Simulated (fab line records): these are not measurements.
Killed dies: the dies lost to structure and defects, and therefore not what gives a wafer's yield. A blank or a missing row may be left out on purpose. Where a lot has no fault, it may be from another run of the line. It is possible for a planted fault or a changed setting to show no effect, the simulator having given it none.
Which tool is to blame? | flow n5-finfet | 24 lots with 72 wafers sampled at 5 steps, on a route of 1938 steps

== WHAT THE GAUGES SHOWED, per wafer ==
N5_FIN_SAQP_OCD_MEAS_76.
lot  | measured    | on     | trench-depth-nm (nm)
L074 | day 2 02:13 | ocd-01 | 120.1 122.8 121.3
L075 | day 2 07:49 | ocd-02 | 119.4 120.0 121.3
L076 | day 2 16:35 | ocd-01 | 119.0 121.2 121.6
L077 | day 2 20:01 | ocd-02 | 118.5 119.1 118.8
L078 | day 3 02:06 | ocd-01 | 120.9 119.3 119.6
L079 | day 3 08:50 | ocd-01 | 121.8 119.4 122.4
L080 | day 3 15:52 | ocd-01 | 121.4 120.2 120.6
L081 | day 3 20:09 | ocd-02 | 120.6 120.4 122.4
L082 | day 4 02:37 | ocd-02 | 123.7 120.1 121.5
L083 | day 4 08:07 | ocd-02 | 119.1 118.7 118.7
L084 | day 4 14:23 | ocd-02 | 118.8 120.7 118.6
L085 | day 4 20:02 | ocd-01 | 122.7 119.5 123.7
L086 | day 5 03:06 | ocd-01 | 121.1 118.1 121.9
L087 | day 5 09:55 | ocd-02 | 122.4 119.0 120.9
L088 | day 5 15:07 | ocd-01 | 120.6 120.0 120.9
L089 | day 5 21:25 | ocd-02 | 118.6 122.0 122.2
L090 | day 6 02:31 | ocd-01 | 119.5 121.7 123.3
L091 | day 6 08:24 | ocd-02 | 119.1 123.1 119.9
L092 | day 6 14:46 | ocd-01 | 121.0 118.6 120.8
L093 | day 6 20:20 | ocd-02 | 121.1 121.3 122.0
L094 | day 7 02:02 | ocd-02 | 118.5 118.0 120.8
L095 | day 7 08:11 | ocd-01 | 116.1 117.6 120.1
L096 | day 7 14:27 | ocd-02 | 121.1 122.2 122.6
L097 | day 7 19:55 | ocd-02 | 118.8 118.8 117.9

N5_STI_FIN_REVEAL_CD_MEAS_22: target cd 6.238 nm, pitch 28 nm.
lot  | measured    | on        | cd-nm (nm)
L074 | day 2 12:20 | cd-sem-03 | 6.62 6.11 6.25
L075 | day 2 19:16 | cd-sem-03 | 6.28 6.70 6.37
L076 | day 3 03:07 | cd-sem-03 | 6.34 6.37 6.70
L077 | day 3 07:11 | cd-sem-03 | 6.73 6.14 6.24
L078 | day 3 12:47 | cd-sem-02 | 5.90 6.56 6.17
L079 | day 3 19:37 | cd-sem-03 | 6.33 6.00 6.38
L080 | day 4 02:07 | cd-sem-02 | 6.32 6.33 7.02
L081 | day 4 06:06 | cd-sem-01 | 6.37 6.22 6.48
L082 | day 4 12:44 | cd-sem-03 | 6.78 6.52 6.63
L083 | day 4 18:30 | cd-sem-02 | 6.26 6.21 6.19
L084 | day 5 00:56 | cd-sem-03 | 5.87 6.19 5.97
L085 | day 5 07:04 | cd-sem-01 | 6.32 6.18 6.20
L086 | day 5 14:54 | cd-sem-01 | 6.35 5.87 6.68
L087 | day 5 20:02 | cd-sem-02 | 6.60 6.15 6.32
L088 | day 6 01:07 | cd-sem-02 | 6.52 5.96 6.53
L089 | day 6 08:20 | cd-sem-01 | 6.48 6.70 6.56
L090 | day 6 12:47 | cd-sem-01 | 6.59 6.51 6.38
L091 | day 6 18:22 | cd-sem-01 | 6.35 6.33 6.65
L092 | day 7 01:18 | cd-sem-03 | 6.65 5.74 6.24
L093 | day 7 06:33 | cd-sem-03 | 6.41 6.46 6.23
L094 | day 7 12:45 | cd-sem-02 | 6.12 6.01 5.71
L095 | day 7 18:17 | cd-sem-01 | 6.22 6.11 5.97
L096 | day 8 01:07 | cd-sem-02 | 6.44 6.59 6.45
L097 | day 8 06:44 | cd-sem-03 | 6.37 6.50 5.89

N5_DUMMY_GATE_CD_MEAS_15: the cd target is 25.8 nm.
lot  | measured    | on        | cd-nm (nm)
L074 | day 2 21:58 | cd-sem-03 | 24.73 24.90 24.73
L075 | day 3 04:52 | cd-sem-01 | 24.67 25.12 24.45
L076 | day 3 11:44 | cd-sem-02 | 24.98 24.85 25.03
L077 | day 3 15:47 | cd-sem-01 | 25.04 24.89 24.93
L078 | day 3 21:29 | cd-sem-02 | 25.40 25.26 25.27
L079 | day 4 04:13 | cd-sem-03 | 25.35 25.09 24.93
L080 | day 4 12:38 | cd-sem-03 | 24.86 25.18 25.10
L081 | day 4 16:40 | cd-sem-02 | 24.97 24.99 24.95
L082 | day 4 21:19 | cd-sem-03 | 24.93 24.81 24.68
L083 | day 5 03:05 | cd-sem-01 | 25.43 24.78 25.06
L084 | day 5 09:31 | cd-sem-02 | 24.65 25.07 25.23
L085 | day 5 15:39 | cd-sem-01 | 25.39 24.76 24.56
L086 | day 6 00:04 | cd-sem-02 | 24.78 25.08 25.18
L087 | day 6 04:38 | cd-sem-03 | 25.29 25.09 25.14
L088 | day 6 09:49 | cd-sem-01 | 24.69 25.02 24.88
L089 | day 6 16:56 | cd-sem-02 | 25.03 25.19 24.94
L090 | day 6 21:34 | cd-sem-02 | 25.05 25.24 24.98
L091 | day 7 03:28 | cd-sem-02 | 24.97 24.81 25.00
L092 | day 7 09:54 | cd-sem-02 | 25.19 24.72 25.17
L093 | day 7 16:22 | cd-sem-03 | 24.86 25.02 25.17
L094 | day 7 21:20 | cd-sem-03 | 24.82 25.25 25.12
L095 | day 8 02:52 | cd-sem-01 | 25.05 24.64 24.66
L096 | day 8 11:52 | cd-sem-02 | 24.85 24.57 24.75
L097 | day 8 17:17 | cd-sem-03 | 25.18 25.14 24.96

N5_DUMMY_GATE_CD_MEAS_24: the cd target is 15 nm.
lot  | measured    | on        | cd-nm (nm)
L074 | day 2 23:05 | cd-sem-01 | 15.2 14.5 14.4
L075 | day 3 05:52 | cd-sem-02 | 14.4 15.4 14.6
L076 | day 3 13:10 | cd-sem-03 | 14.6 15.3 15.1
L077 | day 3 16:52 | cd-sem-02 | 14.7 14.5 15.1
L078 | day 3 22:53 | cd-sem-03 | 15.0 15.2 15.6
L079 | day 4 05:18 | cd-sem-02 | 14.4 14.9 15.0
L080 | day 4 13:38 | cd-sem-02 | 15.4 14.8 14.3
L081 | day 4 17:59 | cd-sem-01 | 14.8 15.5 15.0
L082 | day 4 22:28 | cd-sem-03 | 14.9 15.0 15.0
L083 | day 5 04:14 | cd-sem-01 | 15.4 15.6 14.9
L084 | day 5 10:31 | cd-sem-02 | 14.9 15.0 15.3
L085 | day 5 16:46 | cd-sem-02 | 14.7 15.3 14.9
L086 | day 6 01:05 | cd-sem-01 | 15.2 16.0 15.0
L087 | day 6 05:40 | cd-sem-02 | 15.4 15.0 15.9
L088 | day 6 10:49 | cd-sem-03 | 14.9 14.8 15.5
L089 | day 6 18:15 | cd-sem-03 | 14.3 15.5 14.9
L090 | day 6 22:48 | cd-sem-02 | 15.4 15.5 15.4
L091 | day 7 04:28 | cd-sem-03 | 14.5 14.6 14.8
L092 | day 7 11:08 | cd-sem-01 | 15.0 15.2 15.6
L093 | day 7 17:22 | cd-sem-02 | 15.2 15.5 15.2
L094 | day 7 22:20 | cd-sem-01 | 14.9 14.5 15.6
L095 | day 8 03:52 | cd-sem-01 | 14.9 14.9 14.7
L096 | day 8 12:56 | cd-sem-01 | 14.6 14.2 14.4
L097 | day 8 18:18 | cd-sem-01 | 14.7 15.0 14.9

== WHAT TOOL EACH LOT RAN ON (gives the tool, then ch and the chambers of the sampled wafers, and finally the start) ==
lot  | N5_DUMMY_GATE_ETCH_44
L074 | rie-si-04 ch 0,1,2, day 2 23:00
L075 | rie-si-01 ch 0,1,2, day 3 05:45
L076 | rie-si-04 ch 1,3, day 3 13:03
L077 | rie-si-06 ch 2,3, day 3 16:46
L078 | rie-si-04 ch 1,2, day 3 22:47
L079 | rie-si-06 ch 0,1,2, day 4 05:11
L080 | rie-si-01 ch 2,3, day 4 13:32
L081 | rie-si-06 ch 0,3, day 4 17:52
L082 | rie-si-04 ch 0,1, day 4 22:21
L083 | rie-si-01 ch 0,3, day 5 04:07
L084 | rie-si-06 ch 0,2, day 5 10:24
L085 | rie-si-01 ch 2,3, day 5 16:40
L086 | rie-si-01 ch 0,1, day 6 00:58
L087 | rie-si-01 ch 1,2, day 6 05:33
L088 | rie-si-06 ch 0,1,2, day 6 10:43
L089 | rie-si-04 ch 1,2,3, day 6 18:08
L090 | rie-si-04 ch 0,2,3, day 6 22:41
L091 | rie-si-04 ch 1,2,3, day 7 04:22
L092 | rie-si-06 ch 2,3, day 7 11:02
L093 | rie-si-04 ch 1,3, day 7 17:16
L094 | rie-si-06 ch 2,3, day 7 22:14
L095 | rie-si-01 ch 0,1,2, day 8 03:45
L096 | rie-si-06 ch 0,1,3, day 8 12:49
L097 | rie-si-06 ch 1,2,3, day 8 18:11
- N5_DUMMY_GATE_ETCH_44: etches poly-Si in HBr/O2, stops on SiO2, target depth 127.5 nm.

== AS READ BY THE TOOLS THEMSELVES (means over the sampled wafers that have a number; for cases with no such wafer, the mark the record gives instead) ==
N5_DUMMY_GATE_ETCH_44.
lot  | tool      | drypump-motor-current-A (A) | he-backside-leak-sccm (sccm) | oes-product-au (a.u.) | throttle-valve-pct (%)
L074 | rie-si-04 | 5.8                         | 2.9                          | 0.731                 | 18.44
L075 | rie-si-01 | 5.6                         | 2.7                          | 0.719                 | 18.27
L076 | rie-si-04 | 6.1                         | 2.9                          | 0.733                 | 18.30
L077 | rie-si-06 | 5.0                         | 2.6                          | 0.743                 | 18.49
L078 | rie-si-04 | 5.8                         | 2.9                          | 0.728                 | 18.37
L079 | rie-si-06 | 5.5                         | 2.6                          | 0.715                 | 18.54
L080 | rie-si-01 | 5.8                         | 2.3                          | 0.715                 | 18.30
L081 | rie-si-06 | 5.4                         | 2.7                          | 0.732                 | 18.50
L082 | rie-si-04 | 6.0                         | 2.9                          | 0.733                 | 18.42
L083 | rie-si-01 | 6.0                         | 2.7                          | 0.712                 | 18.25
L084 | rie-si-06 | 5.1                         | 2.5                          | 0.734                 | 18.50
L085 | rie-si-01 | 5.8                         | 2.4                          | 0.714                 | 18.30
L086 | rie-si-01 | 5.5                         | 3.0                          | 0.718                 | 18.27
L087 | rie-si-01 | 5.6                         | 2.4                          | 0.714                 | 18.31
L088 | rie-si-06 | 5.5                         | 2.6                          | 0.725                 | 18.54
L089 | rie-si-04 | 5.9                         | 2.8                          | 0.732                 | 18.32
L090 | rie-si-04 | 6.0                         | 2.9                          | 0.730                 | 18.38
L091 | rie-si-04 | 5.9                         | 2.8                          | 0.729                 | 18.32
L092 | rie-si-06 | 5.0                         | 2.6                          | 0.730                 | 18.49
L093 | rie-si-04 | 6.1                         | 2.9                          | 0.733                 | 18.30
L094 | rie-si-06 | 5.0                         | 2.9                          | 0.717                 | 18.50
L095 | rie-si-01 | 5.6                         | 2.6                          | 0.714                 | 18.28
L096 | rie-si-06 | 5.6                         | 3.0                          | 0.717                 | 18.54
L097 | rie-si-06 | 5.3                         | 3.0                          | 0.723                 | 18.53

== THE ANSWER, worked out from the rows above alone ==
Rule: what is usual is taken from the lots themselves. The widest of any qualifying gaps counts: lots, ordered by their means at a reading, are off when they make up no more than a third of the lots, leave a main group of 4 or more, and stand apart from it by 3 or more times the standard deviation of that group's means. A main group is skipped when, at the precision printed for the reading in the tables above, its means are all equal. Also off: a lot with no number at a reading for which 4 or more lots have one. All remaining lots with rows at the step are treated as sound. The gauges are gone through in route order, then the tools' own readings, and for those a lot's mean is taken as printed above. At the first step where some lot is off, the reading lying furthest off is the one used; lots without a number count as furthest.
No lot is off on any of the readings shown, so nothing can be concluded from this.

== WHAT WAS PUT IN BY THE SIMULATOR ==
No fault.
